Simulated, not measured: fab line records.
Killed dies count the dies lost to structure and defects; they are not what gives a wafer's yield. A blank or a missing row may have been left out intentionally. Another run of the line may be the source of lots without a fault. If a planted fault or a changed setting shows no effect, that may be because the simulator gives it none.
fab line records	flow n5_finfet
record lots=24	wafers=72	last_day=18
route steps=1938 shown BEOL_M2@889
lots untouched by any fault: they come from a run of this same line in which no faults occurred
start_h: start of the lot's first displayed wafer, in hours after the record's first day	wait_h: hours from the lot's prior step to this one	" repeats the value in the row above	L1.1+2: a row that stands for several wafers	- either no value or no given start	* or withheld: withheld	< > ~ a bound
route shown NAME@n: a module of which the file shows steps, and the number in the route of the first	usual: average and standard deviation across the fault-free wafers	same: alike in all rows	chamber/n: place in a boat	sites: per-site readings	_std_site: how widely they spread, as a standard deviation	_edge_site: outer sites' mean less inner sites'	radius_mm: how far each site lies from the wafer's centre	mask NAME#n: copy n	behind: the tool/chamber that last shaped the wafer	hold: what put the lot on hold/how long, in hours/how the hold closed	device: whichever transistor did not switch (one of n, p or np)	end of line: the tests these same wafers got at the end of their route	for a step that has no rows: nothing shown but its recipe	killed: not the wafer's yield, but the dies lost to structure and defects at the first sort	map: dies across one wafer; x = killed, . = not, _ = none there
set.NAME: the setting the step ran with; set.NAME@STEP: the setting that earlier step ran with	model.NAME: the simulator's own value behind a step, which no gauge read
the route's steps for a sample of lots (tables are steps, rows are wafers)
services: from which hour (start_h, from the record's first day; less than 0 if before it) a tool's chamber was out of use, for how many hours, and why
## steps
# step N5_BEOL_M2_STRIP_36
# recipe chemistry=N2/H2	power_w=450	temp_c=40	pressure_mtorr=20	rf_frequency_hz=6e+07	overash_fraction=0.3	bias_power_w=7	h2_frac=0.5	n2_flow_sccm=200	h2_flow_sccm=200
# usual bias_power_w=7.000/0.022	drypump_motor_current_A=5.6/0.36	oes_product_au=0.76/0.089	rf_vpp_V=59.0/1.4	showerhead_plenum_p_Torr=2.52/0.093	temp_c=40.01/0.1	throttle_valve_pct=23.75/0.29
lot.wafer	tool	chamber	start_h	wait_h	bias_power_w	drypump_motor_current_A	oes_product_au	rf_hours_counter_h	rf_vpp_V	showerhead_plenum_p_Torr	temp_c	throttle_valve_pct
L075.1	rie_diel-01	1	153.25	0.0	6.986	5.3	0.70	207	57.2	2.41	40.21	24.17
L075.2	"	3	"	"	7.002	5.5	0.74	186	58.9	2.51	39.94	23.58
L075.6	"	0	"	"	7.003	5.5	0.75	-	57.5	2.64	39.95	23.91
L076.4	rie_diel-01	2	153.62	0.0	6.991	5.8	0.70	194	60.0	2.53	39.90	23.68
L076.5	"	3	"	"	7.061	5.5	0.73	-	61.3	2.51	40.19	23.56
L076.6	"	0	"	"	6.975	5.5	0.74	-	57.2	2.64	40.15	23.87
L074.3	rie_diel-06	1	158.59	0.0	6.973	5.5	0.97	3	60.0	2.50	39.97	23.32
L074.5	"	1	"	"	6.999	5.5	0.97	-	60.9	2.50	40.04	23.31
L074.6	"	0	"	"	6.995	6.5	0.77	-	58.4	2.45	40.09	23.53
L077.2	rie_diel-03	3	164.56	0.0	7.029	6.6	0.83	66	58.5	2.67	39.97	23.06
L077.5	"	0	"	"	7.002	5.3	0.75	-	61.1	2.42	40.09	23.61
L077.6	"	3	"	"	7.015	6.6	0.83	-	55.7	2.67	39.93	23.07
L078.3	rie_diel-01	3	175.49	0.0	6.980	5.5	0.72	194	60.5	2.51	40.06	23.59
L078.4	"	1	"	"	7.002	5.4	0.71	214	58.8	2.41	40.08	24.23
L078.6	"	3	"	"	7.025	5.5	0.73	-	57.1	2.51	40.22	23.56
L079.2	rie_diel-01	1	179.51	0.0	7.005	5.3	0.70	215	57.5	2.41	40.08	24.19
L079.3	"	3	"	"	7.005	5.5	0.74	195	58.1	2.51	40.03	23.56
L079.4	"	2	"	"	6.995	5.8	0.70	202	61.0	2.53	39.91	23.69
L080.2	rie_diel-03	0	184.70	0.0	6.983	5.4	0.74	183	59.0	2.42	40.12	23.61
L080.5	"	2	"	"	6.997	5.7	0.93	-	59.8	2.70	40.04	23.67
L080.6	"	3	"	"	6.974	6.6	0.83	-	60.7	2.66	40.19	23.10
L083.3	rie_diel-01	2	193.52	0.0	6.966	5.8	0.68	208	57.8	2.52	39.90	23.70
L083.5	"	2	"	"	6.999	5.8	0.68	-	58.1	2.52	39.77	23.69
L083.6	"	1	"	"	6.999	5.4	0.70	-	59.8	2.41	40.17	24.17
L081.1	rie_diel-01	1	199.03	0.0	6.986	5.3	0.71	223	57.8	2.40	40.01	24.19
L081.4	"	2	"	"	6.953	5.8	0.70	210	58.7	2.52	39.99	23.72
L081.5	"	2	"	"	6.954	5.8	0.68	-	60.7	2.52	39.93	23.75
L082.1	rie_diel-01	3	210.51	0.0	7.006	5.5	0.72	204	57.9	2.50	40.02	23.60
L082.3	"	1	"	"	7.014	5.3	0.70	226	59.2	2.40	40.01	24.24
L082.4	"	2	"	"	7.021	5.8	0.68	214	59.0	2.52	40.05	23.75
L084.2	rie_diel-01	1	210.88	0.0	7.020	5.4	0.68	227	57.6	2.40	39.94	24.19
L084.3	"	2	"	"	7.011	5.8	0.67	214	62.6	2.52	40.00	23.71
L084.5	"	2	"	"	7.010	5.8	0.68	-	58.6	2.52	40.03	23.71
L085.2	rie_diel-01	0	216.18	0.0	7.031	5.5	0.74	189	58.3	2.63	39.94	23.88
L085.3	"	3	"	"	6.992	5.5	0.72	206	59.4	2.50	39.91	23.61
L085.4	"	1	"	"	6.977	5.3	0.69	228	58.0	2.40	40.02	24.22
L086.1	rie_diel-06	3	220.44	0.0	7.011	5.5	0.88	35	59.3	2.48	39.83	24.00
L086.5	"	0	"	"	7.009	6.5	0.75	-	57.7	2.44	40.07	23.56
L086.6	"	1	"	"	7.008	5.4	0.89	-	59.3	2.49	39.98	23.35
L088.1	rie_diel-01	2	224.47	0.0	6.960	5.8	0.69	219	57.9	2.52	39.99	23.70
L088.5	"	2	"	"	6.965	5.8	0.68	-	57.8	2.52	40.05	23.72
L088.6	"	1	"	"	7.010	5.4	0.69	-	57.8	2.40	40.22	24.21
L089.2	rie_diel-03	1	240.07	0.0	7.072	5.7	0.98	7	60.1	2.62	40.17	23.97
L089.5	"	1	"	"	7.001	5.7	0.98	-	58.3	2.62	40.07	23.98
L089.6	"	0	"	"	6.975	5.4	0.72	-	59.6	2.41	39.97	23.67
L087.1	rie_diel-01	2	242.61	0.0	6.980	5.8	0.69	225	58.2	2.52	40.13	23.73
L087.3	"	3	"	"	7.010	5.5	0.72	216	57.3	2.50	40.09	23.59
L087.6	"	0	"	"	6.985	5.5	0.71	-	58.9	2.63	39.97	23.92
L090.1	rie_diel-03	3	247.37	0.0	7.033	6.6	0.80	98	61.0	2.65	39.88	23.14
L090.3	"	1	"	"	6.975	5.7	0.97	9	57.2	2.62	40.14	23.99
L090.4	"	2	"	"	6.992	5.7	0.89	35	61.6	2.69	40.05	23.70
L092.1	rie_diel-01	2	255.58	0.0	7.004	5.8	0.67	231	58.8	2.51	39.97	23.75
L092.4	"	3	"	"	6.995	5.5	0.70	221	62.1	2.50	39.88	23.64
L092.6	"	2	"	"	6.997	5.8	0.67	-	57.5	2.51	40.06	23.73
L091.1	rie_diel-03	2	262.32	0.0	7.026	5.7	0.89	41	58.9	2.69	40.04	23.71
L091.2	"	0	"	"	7.015	5.3	0.71	210	59.3	2.40	39.78	23.62
L091.3	"	1	"	"	6.986	5.7	0.97	14	61.6	2.62	39.94	23.98
L093.1	rie_diel-01	3	262.55	0.0	6.982	5.5	0.71	224	59.3	2.49	39.91	23.61
L093.2	"	1	"	"	6.999	5.3	0.69	245	58.3	2.40	39.90	24.22
L093.4	"	2	"	"	7.003	5.8	0.67	234	57.6	2.51	40.09	23.75
L095.3	rie_diel-03	0	268.18	0.0	6.979	5.4	0.70	212	56.3	2.40	40.17	23.63
L095.5	"	0	"	"	6.993	5.3	0.71	-	58.4	2.40	40.01	23.66
L095.6	"	1	"	"	6.988	5.7	0.94	-	61.1	2.62	39.92	23.99
L094.1	rie_diel-01	1	272.07	0.0	7.004	5.3	0.68	248	59.3	2.39	40.01	24.25
L094.5	"	3	"	"	6.981	5.5	0.71	-	55.5	2.49	39.99	23.60
L094.6	"	0	"	"	7.001	5.5	0.71	-	60.0	2.62	40.02	23.92
L096.1	rie_diel-06	2	281.16	0.0	6.937	5.4	0.92	30	58.8	2.58	39.98	23.58
L096.2	"	0	"	"	7.008	6.5	0.75	164	56.6	2.43	39.85	23.60
L096.4	"	3	"	"	7.005	5.5	0.85	60	59.1	2.47	40.01	24.00
L097.2	rie_diel-06	0	284.08	0.0	6.996	6.5	0.73	165	60.3	2.43	40.18	23.58
L097.3	"	3	"	"	6.968	5.5	0.83	60	58.4	2.47	40.02	24.02
L097.5	"	2	"	"	6.990	5.4	0.89	-	58.3	2.58	39.98	23.59
# step N5_BEOL_M2_TRENCH_ETCH_37
# recipe chemistry=C4F6/O2	target_depth_a=555.55	target=SiOC	time_s=29.2	ion_energy_ev=250	pressure_mtorr=30	source_w=355	bias_w=185	Ar_flow_sccm=300	C4F6_flow_sccm=10	O2_flow_sccm=10
# usual drypump_motor_current_A=5.6/0.35	oes_product_au=0.76/0.088	rf_vpp_V=666/9.2	showerhead_plenum_p_Torr=2.83/0.1	throttle_valve_pct=20.95/0.25
lot.wafer	tool	chamber	start_h	wait_h	drypump_motor_current_A	oes_product_au	rf_hours_counter_h	rf_vpp_V	showerhead_plenum_p_Torr	throttle_valve_pct
L075.1	rie_diel-01	1	-	-	5.3	0.72	207	661	2.71	21.36
L075.2	"	3	"	"	5.5	0.74	187	669	2.82	20.79
L075.6	"	0	"	"	5.5	0.74	-	673	2.96	20.88
L076.4	rie_diel-01	2	-	-	5.8	0.70	194	652	2.83	20.98
L076.5	"	3	"	"	5.5	0.73	-	670	2.82	20.80
L076.6	"	0	"	"	5.5	0.74	-	672	2.96	20.87
L074.3	rie_diel-06	1	-	-	5.4	0.98	3	654	2.77	20.29
L074.5	"	1	"	"	5.5	0.97	-	654	2.77	20.29
L074.6	"	0	"	"	6.5	0.77	-	678	2.75	20.85
L077.2	rie_diel-03	3	-	-	6.6	0.83	66	680	3.00	20.65
L077.5	"	0	"	"	5.3	0.73	-	670	2.73	20.88
L077.6	"	3	"	"	6.6	0.84	-	680	3.00	20.68
L078.3	rie_diel-01	3	-	-	5.5	0.73	194	670	2.82	20.82
L078.4	"	1	"	"	5.3	0.71	214	661	2.71	21.39
L078.6	"	3	"	"	5.5	0.73	-	668	2.81	20.81
L079.2	rie_diel-01	1	-	-	5.3	0.71	215	660	2.71	21.37
L079.3	"	3	"	"	5.5	0.72	195	668	2.81	20.82
L079.4	"	2	"	"	5.8	0.69	202	651	2.82	20.99
L080.2	rie_diel-03	0	-	-	5.4	0.72	183	670	2.73	20.89
L080.5	"	2	"	"	5.7	0.93	-	677	3.04	20.96
L080.6	"	3	"	"	6.6	0.82	-	679	2.99	20.67
L083.3	rie_diel-01	2	-	-	5.8	0.69	208	652	2.82	20.97
L083.5	"	2	"	"	5.8	0.69	-	651	2.82	20.99
L083.6	"	1	"	"	5.3	0.70	-	662	2.71	21.39
L081.1	rie_diel-01	1	-	-	5.3	0.70	223	660	2.71	21.41
L081.4	"	2	"	"	5.8	0.69	210	652	2.82	20.99
L081.5	"	2	"	"	5.8	0.69	-	652	2.82	21.01
L082.1	rie_diel-01	3	-	-	5.5	0.72	204	670	2.81	20.83
L082.3	"	1	"	"	5.3	0.70	226	661	2.70	21.40
L082.4	"	2	"	"	5.8	0.69	214	652	2.82	21.00
L084.2	rie_diel-01	1	-	-	5.3	0.70	227	660	2.70	21.39
L084.3	"	2	"	"	5.8	0.69	214	651	2.82	20.99
L084.5	"	2	"	"	5.8	0.68	-	651	2.82	21.01
L085.2	rie_diel-01	0	-	-	5.5	0.72	189	672	2.95	20.90
L085.3	"	3	"	"	5.5	0.71	206	670	2.81	20.83
L085.4	"	1	"	"	5.3	0.70	228	661	2.70	21.39
L086.1	rie_diel-06	3	-	-	5.5	0.89	35	663	2.79	21.12
L086.5	"	0	"	"	6.5	0.75	-	678	2.74	20.87
L086.6	"	1	"	"	5.5	0.90	-	654	2.76	20.34
L088.1	rie_diel-01	2	-	-	5.8	0.68	219	648	2.82	21.00
L088.5	"	2	"	"	5.8	0.69	-	652	2.82	21.02
L088.6	"	1	"	"	5.3	0.70	-	660	2.70	21.41
L089.2	rie_diel-03	1	-	-	5.7	0.98	7	662	2.93	20.95
L089.5	"	1	"	"	5.7	0.98	-	661	2.93	20.98
L089.6	"	0	"	"	5.4	0.71	-	669	2.72	20.91
L087.1	rie_diel-01	2	-	-	5.8	0.68	225	652	2.81	21.02
L087.3	"	3	"	"	5.5	0.72	216	668	2.81	20.85
L087.6	"	0	"	"	5.5	0.72	-	671	2.94	20.94
L090.1	rie_diel-03	3	-	-	6.6	0.80	98	679	2.98	20.71
L090.3	"	1	"	"	5.7	0.98	9	662	2.93	20.99
L090.4	"	2	"	"	5.8	0.90	35	676	3.03	21.00
L092.1	rie_diel-01	2	-	-	5.8	0.68	231	651	2.81	21.02
L092.4	"	3	"	"	5.5	0.70	221	669	2.80	20.85
L092.6	"	2	"	"	5.8	0.67	-	652	2.81	21.03
L091.1	rie_diel-03	2	-	-	5.7	0.88	41	676	3.03	21.00
L091.2	"	0	"	"	5.3	0.70	210	669	2.72	20.94
L091.3	"	1	"	"	5.6	0.96	14	661	2.93	21.00
L093.1	rie_diel-01	3	-	-	5.5	0.70	224	668	2.80	20.85
L093.2	"	1	"	"	5.3	0.69	245	659	2.70	21.42
L093.4	"	2	"	"	5.8	0.68	234	651	2.81	21.03
L095.3	rie_diel-03	0	-	-	5.4	0.69	212	670	2.71	20.94
L095.5	"	0	"	"	5.4	0.69	-	668	2.72	20.94
L095.6	"	1	"	"	5.6	0.96	-	663	2.93	20.98
L094.1	rie_diel-01	1	-	-	5.3	0.69	248	661	2.70	21.43
L094.5	"	3	"	"	5.5	0.71	-	668	2.80	20.84
L094.6	"	0	"	"	5.5	0.70	-	672	2.94	20.95
L096.1	rie_diel-06	2	-	-	5.4	0.89	30	679	2.88	20.59
L096.2	"	0	"	"	6.5	0.74	164	678	2.73	20.90
L096.4	"	3	"	"	5.6	0.84	60	663	2.78	21.16
L097.2	rie_diel-06	0	-	-	6.5	0.73	165	678	2.73	20.92
L097.3	"	3	"	"	5.5	0.84	60	662	2.78	21.15
L097.5	"	2	"	"	5.3	0.89	-	680	2.88	20.60
# step N5_BEOL_M2_CD_MEAS_35
# recipe target_cd_nm=18	target_cd_y_nm=22.2	polarity=opening
# usual cd_nm=18.2/0.32
lot.wafer	tool	chamber	start_h	wait_h	cd_nm
L075.1	cd_sem-03	-	153.60	0.0	17.9
L075.2	"	-	"	"	18.0
L075.6	"	-	"	"	18.1
L076.4	cd_sem-01	-	153.97	0.0	18.4
L076.5	"	-	"	"	18.6
L076.6	"	-	"	"	18.2
L074.3	cd_sem-03	-	158.94	0.0	18.0
L074.5	"	-	"	"	18.1
L074.6	"	-	"	"	18.1
L077.2	cd_sem-02	-	164.91	0.0	18.0
L077.5	"	-	"	"	18.1
L077.6	"	-	"	"	18.6
L078.3	cd_sem-02	-	175.85	0.0	18.3
L078.4	"	-	"	"	18.5
L078.6	"	-	"	"	18.6
L079.2	cd_sem-02	-	179.86	0.0	18.3
L079.3	"	-	"	"	18.5
L079.4	"	-	"	"	18.1
L080.2	cd_sem-03	-	185.14	0.0	18.5
L080.5	"	-	"	"	18.1
L080.6	"	-	"	"	18.6
L083.3	cd_sem-01	-	193.87	0.0	18.1
L083.5	"	-	"	"	18.2
L083.6	"	-	"	"	18.0
L081.1	cd_sem-02	-	199.38	0.0	18.0
L081.4	"	-	"	"	17.8
L081.5	"	-	"	"	18.2
L082.1	cd_sem-03	-	210.86	0.0	18.1
L082.3	"	-	"	"	18.1
L082.4	"	-	"	"	18.5
L084.2	cd_sem-01	-	211.23	0.0	18.4
L084.3	"	-	"	"	18.3
L084.5	"	-	"	"	18.4
L085.2	cd_sem-01	-	216.53	0.0	18.1
L085.3	"	-	"	"	18.6
L085.4	"	-	"	"	18.0
L086.1	cd_sem-01	-	220.78	0.0	18.0
L086.5	"	-	"	"	18.0
L086.6	"	-	"	"	18.3
L088.1	cd_sem-01	-	224.83	0.0	18.2
L088.5	"	-	"	"	18.5
L088.6	"	-	"	"	18.1
L089.2	cd_sem-02	-	240.43	0.0	18.2
L089.5	"	-	"	"	18.3
L089.6	"	-	"	"	18.0
L087.1	cd_sem-02	-	242.96	0.0	18.0
L087.3	"	-	"	"	18.2
L087.6	"	-	"	"	18.1
L090.1	cd_sem-01	-	247.73	0.0	18.2
L090.3	"	-	"	"	18.2
L090.4	"	-	"	"	17.6
L092.1	cd_sem-01	-	255.93	0.0	17.8
L092.4	"	-	"	"	18.1
L092.6	"	-	"	"	18.5
L091.1	cd_sem-01	-	262.68	0.0	18.9
L091.2	"	-	"	"	18.5
L091.3	"	-	"	"	18.2
L093.1	cd_sem-02	-	262.99	0.0	18.3
L093.2	"	-	"	"	18.0
L093.4	"	-	"	"	17.6
L095.3	cd_sem-02	-	268.54	0.0	18.0
L095.5	"	-	"	"	18.9
L095.6	"	-	"	"	18.3
L094.1	cd_sem-02	-	272.41	0.0	18.1
L094.5	"	-	"	"	18.3
L094.6	"	-	"	"	17.8
L096.1	cd_sem-02	-	281.51	0.0	17.3
L096.2	"	-	"	"	17.3
L096.4	"	-	"	"	17.7
L097.2	cd_sem-03	-	284.43	0.0	18.0
L097.3	"	-	"	"	18.1
L097.5	"	-	"	"	18.0
# step N5_BEOL_M2_DEGAS_44
# recipe ambient=vacuum	temp_c=250	time_s=60
# usual heater_power_w=326/25
lot.wafer	tool	chamber	start_h	wait_h	heater_power_w
L075.1	pvd_sputter-03	-	153.78	0.2	300
L075.2	"	-	"	"	341
L075.6	"	-	"	"	304
L076.4	pvd_sputter-03	-	154.36	0.4	331
L076.5	"	-	"	"	327
L076.6	"	-	"	"	338
L074.3	pvd_sputter-02	-	159.18	0.2	303
L074.5	"	-	"	"	312
L074.6	"	-	"	"	372
L077.2	pvd_sputter-02	-	165.17	0.3	310
L077.5	"	-	"	"	306
L077.6	"	-	"	"	362
L078.3	pvd_sputter-03	-	175.90	0.0	317
L078.4	"	-	"	"	374
L078.6	"	-	"	"	302
L079.2	pvd_sputter-02	-	180.19	0.3	313
L079.3	"	-	"	"	319
L079.4	"	-	"	"	369
L080.2	pvd_sputter-01	-	185.21	0.1	318
L080.5	"	-	"	"	320
L080.6	"	-	"	"	350
L083.3	pvd_sputter-03	-	194.21	0.3	302
L083.5	"	-	"	"	382
L083.6	"	-	"	"	312
L081.1	pvd_sputter-01	-	199.77	0.4	334
L081.4	"	-	"	"	298
L081.5	"	-	"	"	318
L082.1	pvd_sputter-03	-	211.23	0.4	341
L082.3	"	-	"	"	312
L082.4	"	-	"	"	359
L084.2	pvd_sputter-03	-	211.39	0.2	324
L084.3	"	-	"	"	343
L084.5	"	-	"	"	330
L085.2	pvd_sputter-01	-	216.80	0.3	322
L085.3	"	-	"	"	324
L085.4	"	-	"	"	338
L086.1	pvd_sputter-03	-	221.09	0.3	302
L086.5	"	-	"	"	321
L086.6	"	-	"	"	343
L088.1	pvd_sputter-01	-	225.06	0.2	352
L088.5	"	-	"	"	349
L088.6	"	-	"	"	324
L089.2	pvd_sputter-02	-	240.65	0.2	314
L089.5	"	-	"	"	283
L089.6	"	-	"	"	315
L087.1	pvd_sputter-02	-	243.17	0.2	285
L087.3	"	-	"	"	370
L087.6	"	-	"	"	312
L090.1	pvd_sputter-02	-	248.10	0.4	303
L090.3	"	-	"	"	288
L090.4	"	-	"	"	361
L092.1	pvd_sputter-02	-	256.22	0.3	372
L092.4	"	-	"	"	315
L092.6	"	-	"	"	280
L091.1	pvd_sputter-03	-	263.04	0.4	301
L091.2	"	-	"	"	320
L091.3	"	-	"	"	336
L093.1	pvd_sputter-01	-	263.09	0.1	313
L093.2	"	-	"	"	299
L093.4	"	-	"	"	320
L095.3	pvd_sputter-01	-	269.16	0.6	306
L095.5	"	-	"	"	293
L095.6	"	-	"	"	312
L094.1	pvd_sputter-03	-	272.78	0.4	335
L094.5	"	-	"	"	328
L094.6	"	-	"	"	334
L096.1	pvd_sputter-01	-	281.73	0.2	328
L096.2	"	-	"	"	305
L096.4	"	-	"	"	323
L097.2	pvd_sputter-01	-	284.67	0.2	304
L097.3	"	-	"	"	320
L097.5	"	-	"	"	342
# step N5_BEOL_M2_SPUTTER_86
# recipe material=Cu	target_thk_a=45	temp_c=-20	chamber_pressure_pa=0.07	power_w=withheld	time_s=8.29
# usual throttle_valve_pct=29.8/0.98
lot.wafer	tool	chamber	start_h	wait_h	throttle_valve_pct
L075.1	pvd_sputter-03	-	155.10	0.1	28.1
L075.2	"	-	"	"	31.4
L075.6	"	-	"	"	28.1
L076.4	pvd_sputter-03	-	156.98	0.1	28.0
L076.5	"	-	"	"	31.6
L076.6	"	-	"	"	29.6
L074.3	pvd_sputter-01	-	160.87	0.1	31.1
L074.5	"	-	"	"	31.0
L074.6	"	-	"	"	30.8
L077.2	pvd_sputter-01	-	166.48	0.1	30.5
L077.5	"	-	"	"	30.8
L077.6	"	-	"	"	30.6
L078.3	pvd_sputter-03	-	178.77	0.1	29.6
L078.4	"	-	"	"	31.2
L078.6	"	-	"	"	28.1
L079.2	pvd_sputter-01	-	181.68	0.1	30.6
L079.3	"	-	"	"	29.9
L079.4	"	-	"	"	31.2
L080.2	pvd_sputter-03	-	188.13	0.1	29.1
L080.5	"	-	"	"	29.8
L080.6	"	-	"	"	28.3
L083.3	pvd_sputter-01	-	197.23	0.1	29.2
L083.5	"	-	"	"	30.0
L083.6	"	-	"	"	29.0
L081.1	pvd_sputter-03	-	203.28	0.1	31.4
L081.4	"	-	"	"	28.7
L081.5	"	-	"	"	28.0
L082.1	pvd_sputter-02	-	212.50	0.1	29.8
L082.3	"	-	"	"	30.2
L082.4	"	-	"	"	29.6
L084.2	pvd_sputter-03	-	212.84	0.1	31.6
L084.3	"	-	"	"	29.1
L084.5	"	-	"	"	28.2
L085.2	pvd_sputter-01	-	218.46	0.1	31.3
L085.3	"	-	"	"	30.3
L085.4	"	-	"	"	30.5
L086.1	pvd_sputter-02	-	222.70	0.1	29.7
L086.5	"	-	"	"	29.8
L086.6	"	-	"	"	29.8
L088.1	pvd_sputter-02	-	226.66	0.1	29.8
L088.5	"	-	"	"	29.9
L088.6	"	-	"	"	30.3
L089.2	pvd_sputter-01	-	243.13	0.1	30.2
L089.5	"	-	"	"	29.1
L089.6	"	-	"	"	30.7
L087.1	pvd_sputter-03	-	244.70	0.1	29.7
L087.3	"	-	"	"	29.1
L087.6	"	-	"	"	28.9
L090.1	pvd_sputter-01	-	249.67	0.1	28.8
L090.3	"	-	"	"	30.8
L090.4	"	-	"	"	31.2
L092.1	pvd_sputter-01	-	258.17	0.1	30.3
L092.4	"	-	"	"	29.0
L092.6	"	-	"	"	30.8
L091.1	pvd_sputter-03	-	264.31	0.1	31.4
L091.2	"	-	"	"	29.1
L091.3	"	-	"	"	28.1
L093.1	pvd_sputter-02	-	264.47	0.1	29.7
L093.2	"	-	"	"	30.3
L093.4	"	-	"	"	29.8
L095.3	pvd_sputter-03	-	270.66	0.1	31.3
L095.5	"	-	"	"	29.1
L095.6	"	-	"	"	28.2
L094.1	pvd_sputter-02	-	274.66	0.1	30.3
L094.5	"	-	"	"	29.8
L094.6	"	-	"	"	30.5
L096.1	pvd_sputter-02	-	283.22	0.1	30.6
L096.2	"	-	"	"	29.8
L096.4	"	-	"	"	30.0
L097.2	pvd_sputter-03	-	285.97	0.1	28.9
L097.3	"	-	"	"	29.5
L097.5	"	-	"	"	28.2
# step N5_BEOL_M2_SPUTTER_92
# recipe material=Cu	target_thk_a=45	temp_c=-20	chamber_pressure_pa=0.07	power_w=withheld	time_s=8.29
# usual throttle_valve_pct=29.8/0.99
lot.wafer	tool	chamber	start_h	wait_h	throttle_valve_pct
L075.1	pvd_sputter-03	-	155.76	0.1	28.0
L075.2	"	-	"	"	31.7
L075.6	"	-	"	"	28.2
L076.4	pvd_sputter-03	-	157.64	0.1	27.9
L076.5	"	-	"	"	31.5
L076.6	"	-	"	"	29.8
L074.3	pvd_sputter-01	-	161.53	0.1	30.9
L074.5	"	-	"	"	30.9
L074.6	"	-	"	"	30.7
L077.2	pvd_sputter-01	-	172.70	5.6	30.6
L077.5	"	-	"	"	31.3
L077.6	"	-	"	"	30.7
L078.3	pvd_sputter-03	-	179.43	0.1	29.8
L078.4	"	-	"	"	31.5
L078.6	"	-	"	"	28.2
L079.2	pvd_sputter-01	-	182.34	0.1	30.7
L079.3	"	-	"	"	30.3
L079.4	"	-	"	"	31.0
L080.2	pvd_sputter-03	-	188.79	0.1	29.1
L080.5	"	-	"	"	29.4
L080.6	"	-	"	"	28.3
L083.3	pvd_sputter-01	-	197.89	0.1	28.9
L083.5	"	-	"	"	30.1
L083.6	"	-	"	"	29.0
L081.1	pvd_sputter-03	-	203.94	0.1	31.6
L081.4	"	-	"	"	29.1
L081.5	"	-	"	"	28.0
L082.1	pvd_sputter-02	-	213.16	0.1	29.5
L082.3	"	-	"	"	30.0
L082.4	"	-	"	"	29.8
L084.2	pvd_sputter-03	-	213.50	0.1	31.5
L084.3	"	-	"	"	29.1
L084.5	"	-	"	"	28.3
L085.2	pvd_sputter-01	-	219.12	0.1	30.9
L085.3	"	-	"	"	30.4
L085.4	"	-	"	"	30.4
L086.1	pvd_sputter-02	-	223.36	0.1	29.5
L086.5	"	-	"	"	29.7
L086.6	"	-	"	"	29.7
L088.1	pvd_sputter-02	-	227.32	0.1	29.9
L088.5	"	-	"	"	29.8
L088.6	"	-	"	"	30.5
L089.2	pvd_sputter-01	-	243.79	0.1	30.3
L089.5	"	-	"	"	29.1
L089.6	"	-	"	"	30.7
L087.1	pvd_sputter-03	-	245.36	0.1	29.6
L087.3	"	-	"	"	29.0
L087.6	"	-	"	"	29.1
L090.1	pvd_sputter-01	-	250.33	0.1	28.9
L090.3	"	-	"	"	30.4
L090.4	"	-	"	"	31.1
L092.1	pvd_sputter-01	-	258.83	0.1	30.3
L092.4	"	-	"	"	29.0
L092.6	"	-	"	"	30.4
L091.1	pvd_sputter-03	-	264.97	0.1	31.4
L091.2	"	-	"	"	29.3
L091.3	"	-	"	"	28.1
L093.1	pvd_sputter-02	-	265.13	0.1	29.4
L093.2	"	-	"	"	30.3
L093.4	"	-	"	"	29.9
L095.3	pvd_sputter-03	-	271.32	0.1	31.5
L095.5	"	-	"	"	28.9
L095.6	"	-	"	"	28.2
L094.1	pvd_sputter-02	-	275.32	0.1	30.3
L094.5	"	-	"	"	30.1
L094.6	"	-	"	"	30.5
L096.1	pvd_sputter-02	-	283.88	0.1	30.4
L096.2	"	-	"	"	29.7
L096.4	"	-	"	"	29.5
L097.2	pvd_sputter-03	-	286.63	0.1	28.9
L097.3	"	-	"	"	29.6
L097.5	"	-	"	"	28.0
## services
tool	chamber	start_h	hours	kind
rie_diel-06	1	130.24	-	clean
rie_diel-06	1	130.24	-	consumable_replace:focus_ring
rie_diel-06	1	130.24	18.3	scheduled_down
rie_diel-06	1	130.24	18.3	vent_cycle
rie_diel-06	2	166.95	-	clean
rie_diel-06	2	166.95	-	consumable_replace:focus_ring
rie_diel-06	2	166.95	22.3	scheduled_down
rie_diel-06	2	166.95	22.3	vent_cycle
rie_diel-03	2	177.94	5.5	repair
rie_diel-03	1	183.66	-	clean
rie_diel-03	1	183.66	-	consumable_replace:focus_ring
rie_diel-03	1	183.66	31.7	scheduled_down
rie_diel-03	1	183.66	31.7	vent_cycle
rie_diel-06	0	200.50	16.6	repair
rie_diel-03	-	205.84	0.2	repair
rie_diel-03	2	220.89	7.3	repair
rie_diel-06	2	254.76	7.2	repair
rie_diel-01	1	275.60	-	clean
rie_diel-01	1	275.60	-	consumable_replace:focus_ring
rie_diel-01	1	275.60	-	consumable_replace:showerhead
rie_diel-01	1	275.60	19.0	scheduled_down
rie_diel-01	1	275.60	19.0	vent_cycle
## key
fault none
